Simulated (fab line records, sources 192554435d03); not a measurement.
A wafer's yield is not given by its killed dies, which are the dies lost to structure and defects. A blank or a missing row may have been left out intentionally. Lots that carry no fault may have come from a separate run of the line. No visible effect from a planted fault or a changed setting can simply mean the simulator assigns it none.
fab line records ; flow n5_finfet
[record] lots = 7; wafers = 39
route steps=1938 shown DUMMY_GATE@228 HKMG_FIN@438 MOL_CONTACT_COAG@629
start_h: start of the lot's first displayed wafer, in hours after the record's first day ; wait_h: hours from the lot's prior step to this one ; " same as the row above ; L1.1+2: one row covering several wafers at once ; - no value present, or no start provided ; * or withheld: withheld ; < > ~ a bound
route shown NAME@n: a module of which the file shows steps, and the number in the route of the first ; usual: average and standard deviation across the fault-free wafers ; same: alike in all rows ; chamber/n: place in a boat ; sites: each site's reading ; _std_site: the standard deviation of these ; _edge_site: mean of outer sites minus mean of inner sites ; radius_mm: for every site, how far away it sits from the centre of the wafer ; mask NAME#n: copy n ; behind: the most recent tool/chamber to have shaped the wafer ; hold: reason for holding the lot/hours on hold/outcome of the hold ; device: names the non-switching transistor (n, p or np) ; end of line: the route-end tests of the same wafers ; a step with no rows: only its recipe ; killed: count of dies lost to structure and defects at first sort (not the wafer's yield) ; map: per-die view of a wafer (x killed, . not killed, _ where there is no die)
set.NAME: the run value of the setting; set.NAME@STEP: its run value at that earlier step ; model.NAME: the simulator's own value behind a step, which no gauge read
lots run with intentionally changed settings; tables by step, rows by wafer
[[steps]]
[step N5_DUMMY_GATE_EXPOSE_12]
[recipe] mask_id = GATE; na = 0.33; source_shape = annular; sigma_inner = 0.2; sigma_outer = 0.6; polarization = unpolarized; target_cd_nm = 25; dose_mj = 34
lot.wafer;tool;chamber;start_h;wait_h;mask;set.dose_mj
L076.1+2+4;euv_scanner-02;0;57.81;-;GATE#0;34
L076.3+5+6;euv_scanner-02;0;57.81;-;GATE#0;35.42
L077.1+5+6;euv_scanner-02;0;63.37;-;GATE#0;31.78
L077.2+3+4;euv_scanner-02;0;63.37;-;GATE#0;34
L080.1+2+5;euv_scanner-01;0;84.09;-;GATE#0;34
L080.3+4+6;euv_scanner-01;0;84.09;-;GATE#0;35.78
L082.1+2+3+4+5+6;euv_scanner-01;0;93.02;-;GATE#0;34
L085.1+4+5;euv_scanner-02;0;114.85;-;GATE#0;34
L085.2+3+6;euv_scanner-02;0;114.85;-;GATE#0;33.23
L090.2+5+6;euv_scanner-01;0;143.28;-;GATE#0;34
L093.1+3+4;euv_scanner-02;0;160.38;-;GATE#0;35.25
L093.2+5+6;euv_scanner-02;0;160.38;-;GATE#0;34
[step N5_DUMMY_GATE_PEB_13]
[recipe] peb_temp_c = 100; peb_time_s = 60; resist = CAR-EUV
[step N5_DUMMY_GATE_DEVELOP_14]
[recipe] develop_time_s = 30; developer = TMAH; resist = CAR-EUV; rinse_liquid = surfactant_rinse; dry = air_spin; dev_temp_c = 23
[step N5_DUMMY_GATE_CD_MEAS_15]
[recipe] target_cd_nm = 25.8; landing_energy_ev = 500; detector = se_inlens
[usual] cd_nm = 25.08/0.24
lot.wafer;tool;chamber;start_h;wait_h;set.dose_mj@DUMMY_GATE_EXPOSE_12;cd_nm
L076.1;cd_sem-03;0;57.94;-;34;25.54
L076.2;cd_sem-03;0;57.94;-;34;24.96
L076.3;cd_sem-03;0;57.94;-;35.42;24.40
L076.4;cd_sem-03;0;57.94;-;34;25.39
L076.5;cd_sem-03;0;57.94;-;35.42;24.71
L076.6;cd_sem-03;0;57.94;-;35.42;23.92
L077.1;cd_sem-03;0;63.50;-;31.78;26.23
L077.2;cd_sem-03;0;63.50;-;34;25.25
L077.3;cd_sem-03;0;63.50;-;34;25.31
L077.4;cd_sem-03;0;63.50;-;34;24.97
L077.5;cd_sem-03;0;63.50;-;31.78;26.31
L077.6;cd_sem-03;0;63.50;-;31.78;26.27
L080.1;cd_sem-01;0;84.22;-;34;25.52
L080.2;cd_sem-01;0;84.22;-;34;25.08
L080.3;cd_sem-01;0;84.22;-;35.78;24.07
L080.4;cd_sem-01;0;84.22;-;35.78;24.17
L080.5;cd_sem-01;0;84.22;-;34;25.03
L080.6;cd_sem-01;0;84.22;-;35.78;23.87
L082.1;cd_sem-01;0;93.15;-;34;24.78
L082.2;cd_sem-01;0;93.15;-;34;24.79
L082.3;cd_sem-01;0;93.15;-;34;25.12
L082.4;cd_sem-01;0;93.15;-;34;24.90
L082.5;cd_sem-01;0;93.15;-;34;25.11
L082.6;cd_sem-01;0;93.15;-;34;25.00
L085.1;cd_sem-01;0;114.98;-;34;24.99
L085.2;cd_sem-01;0;114.98;-;33.23;25.61
L085.3;cd_sem-01;0;114.98;-;33.23;25.64
L085.4;cd_sem-01;0;114.98;-;34;24.91
L085.5;cd_sem-01;0;114.98;-;34;24.87
L085.6;cd_sem-01;0;114.98;-;33.23;25.19
L090.2;cd_sem-02;0;143.41;-;34;24.81
L090.5;cd_sem-02;0;143.41;-;34;25.05
L090.6;cd_sem-02;0;143.41;-;34;24.95
L093.1;cd_sem-01;0;160.51;-;35.25;24.46
L093.2;cd_sem-01;0;160.51;-;34;25.07
L093.3;cd_sem-01;0;160.51;-;35.25;24.95
L093.4;cd_sem-01;0;160.51;-;35.25;24.05
L093.5;cd_sem-01;0;160.51;-;34;25.36
L093.6;cd_sem-01;0;160.51;-;34;25.31
[step N5_HKMG_FIN_ETCH_35]
[recipe] chemistry = N2/H2; target = SOC; target_depth_a = 2158; ion_energy_ev = 65; bias_w = 5; source_w = 3000; time_s = 243.4; pressure_mtorr = 30; n2_flow_sccm = 200; h2_flow_sccm = 200
[usual] rf_vpp_V = 141.6/1.1
lot.wafer;tool;chamber;start_h;wait_h;set.bias_w;rf_vpp_V
L076.1;rie_diel-03;1;86.55;0.0;5.735;153.6
L076.2;rie_diel-03;2;86.55;0.0;5;142.1
L076.3;rie_diel-03;0;86.55;0.0;5.735;155.8
L076.4;rie_diel-03;0;86.55;0.0;5.735;156.2
L076.5;rie_diel-03;1;86.55;0.0;5;140.1
L076.6;rie_diel-03;2;86.55;0.0;5;143.0
L077.1;rie_diel-03;2;91.65;0.0;4.098;124.5
L077.2;rie_diel-03;1;91.65;0.0;5;141.2
L077.3;rie_diel-03;0;91.65;0.0;4.098;124.2
L077.4;rie_diel-03;0;91.65;0.0;5;141.3
L077.5;rie_diel-03;2;91.65;0.0;5;143.5
L077.6;rie_diel-03;1;91.65;0.0;4.098;124.0
L080.1;rie_diel-01;2;112.36;0.0;5;142.0
L080.2;rie_diel-01;3;112.36;0.0;5;142.5
L080.3;rie_diel-01;0;112.36;0.0;5;140.7
L080.4;rie_diel-01;1;112.36;0.0;5;143.2
L080.5;rie_diel-01;3;112.36;0.0;5;142.1
L080.6;rie_diel-01;2;112.36;0.0;5;141.0
L082.1;rie_diel-01;2;120.88;0.0;5.427;150.8
L082.2;rie_diel-01;3;120.88;0.0;5;139.9
L082.3;rie_diel-01;0;120.88;0.0;5.427;147.0
L082.4;rie_diel-01;1;120.88;0.0;5.427;151.0
L082.5;rie_diel-01;3;120.88;0.0;5;140.9
L082.6;rie_diel-01;2;120.88;0.0;5;142.2
L085.1;rie_diel-04;3;143.71;0.0;5;143.8
L085.2;rie_diel-04;2;143.71;0.0;5;142.4
L085.3;rie_diel-04;1;143.71;0.0;5;141.1
L085.4;rie_diel-04;2;143.71;0.0;5;141.4
L085.5;rie_diel-04;3;143.71;0.0;5;143.6
L085.6;rie_diel-04;1;143.71;0.0;5;142.3
L090.2;rie_diel-04;0;172.57;0.0;5;140.8
L090.5;rie_diel-04;2;172.57;0.0;5;142.8
L090.6;rie_diel-04;3;172.57;0.0;5;141.8
L093.1;rie_diel-03;1;188.74;0.0;4.12;123.9
L093.2;rie_diel-03;2;188.74;0.0;5;142.0
L093.3;rie_diel-03;3;188.74;0.0;4.12;124.7
L093.4;rie_diel-03;0;188.74;0.0;5;140.7
L093.5;rie_diel-03;1;188.74;0.0;4.12;125.4
L093.6;rie_diel-03;0;188.74;0.0;5;141.1
[step N5_MOL_CONTACT_COAG_ANNEAL_112]
[recipe] temp_c = 400; time_s = 1800; ambient = HPD2; pressure_atm = 10
[usual] wafer_temp_C_max = 403.0/0.6
lot.wafer;tool;chamber;start_h;wait_h;set.temp_c;wafer_temp_C_max
L076.1;hp_anneal-01;0;116.95;0.0;405;408.2
L076.2;hp_anneal-01;0;116.95;0.0;405;408.0
L076.3;hp_anneal-01;0;116.95;0.0;405;407.5
L076.4;hp_anneal-01;0;116.95;0.0;405;408.0
L076.5;hp_anneal-01;0;116.95;0.0;405;407.7
L076.6;hp_anneal-01;0;116.95;0.0;405;409.3
L077.1;hp_anneal-01;0;119.95;1.0;411.4;414.8
L077.2;hp_anneal-01;0;119.95;1.0;411.4;414.2
L077.3;hp_anneal-01;0;119.95;1.0;411.4;414.0
L077.4;hp_anneal-01;0;119.95;1.0;411.4;414.1
L077.5;hp_anneal-01;0;119.95;1.0;411.4;416.0
L077.6;hp_anneal-01;0;119.95;1.0;411.4;415.0
L080.1;hp_anneal-01;0;141.78;0.0;406.2;408.8
L080.2;hp_anneal-01;0;141.78;0.0;406.2;409.9
L080.3;hp_anneal-01;0;141.78;0.0;406.2;408.6
L080.4;hp_anneal-01;0;141.78;0.0;406.2;409.5
L080.5;hp_anneal-01;0;141.78;0.0;406.2;410.2
L080.6;hp_anneal-01;0;141.78;0.0;406.2;410.6
L082.1;hp_anneal-01;0;147.78;2.6;400;403.1
L082.2;hp_anneal-01;0;147.78;2.6;400;402.8
L082.3;hp_anneal-01;0;147.78;2.6;400;403.0
L082.4;hp_anneal-01;0;147.78;2.6;400;404.2
L082.5;hp_anneal-01;0;147.78;2.6;400;403.1
L082.6;hp_anneal-01;0;147.78;2.6;400;404.2
L085.1;hp_anneal-01;0;170.70;0.0;404.4;406.2
L085.2;hp_anneal-01;0;170.70;0.0;404.4;407.3
L085.3;hp_anneal-01;0;170.70;0.0;404.4;407.0
L085.4;hp_anneal-01;0;170.70;0.0;404.4;407.9
L085.5;hp_anneal-01;0;170.70;0.0;404.4;407.8
L085.6;hp_anneal-01;0;170.70;0.0;404.4;406.9
L090.2;hp_anneal-01;0;200.93;0.0;400;404.0
L090.5;hp_anneal-01;0;200.93;0.0;400;402.9
L090.6;hp_anneal-01;0;200.93;0.0;400;402.2
L093.1;hp_anneal-01;0;213.95;0.0;403.9;406.0
L093.2;hp_anneal-01;0;213.95;0.0;403.9;406.7
L093.3;hp_anneal-01;0;213.95;0.0;403.9;406.7
L093.4;hp_anneal-01;0;213.95;0.0;403.9;406.6
L093.5;hp_anneal-01;0;213.95;0.0;403.9;407.1
L093.6;hp_anneal-01;0;213.95;0.0;403.9;407.3
[[key]]
[split] step = N5_DUMMY_GATE_EXPOSE_12; setting = dose_mj; stated = 34; by = wafer
[response] step = N5_DUMMY_GATE_CD_MEAS_15; reading = cd_nm; change = -0.201; per = 1%; r = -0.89
[split] step = N5_HKMG_FIN_ETCH_35; setting = bias_w; stated = 5; by = wafer
[response] step = N5_HKMG_FIN_ETCH_35; reading = rf_vpp_V; change = +0.955; per = 1%; r = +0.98
[split] step = N5_MOL_CONTACT_COAG_ANNEAL_112; setting = temp_c; stated = 400; by = lot
[response] step = N5_MOL_CONTACT_COAG_ANNEAL_112; reading = wafer_temp_C_max; change = *; per = 1%; r = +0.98
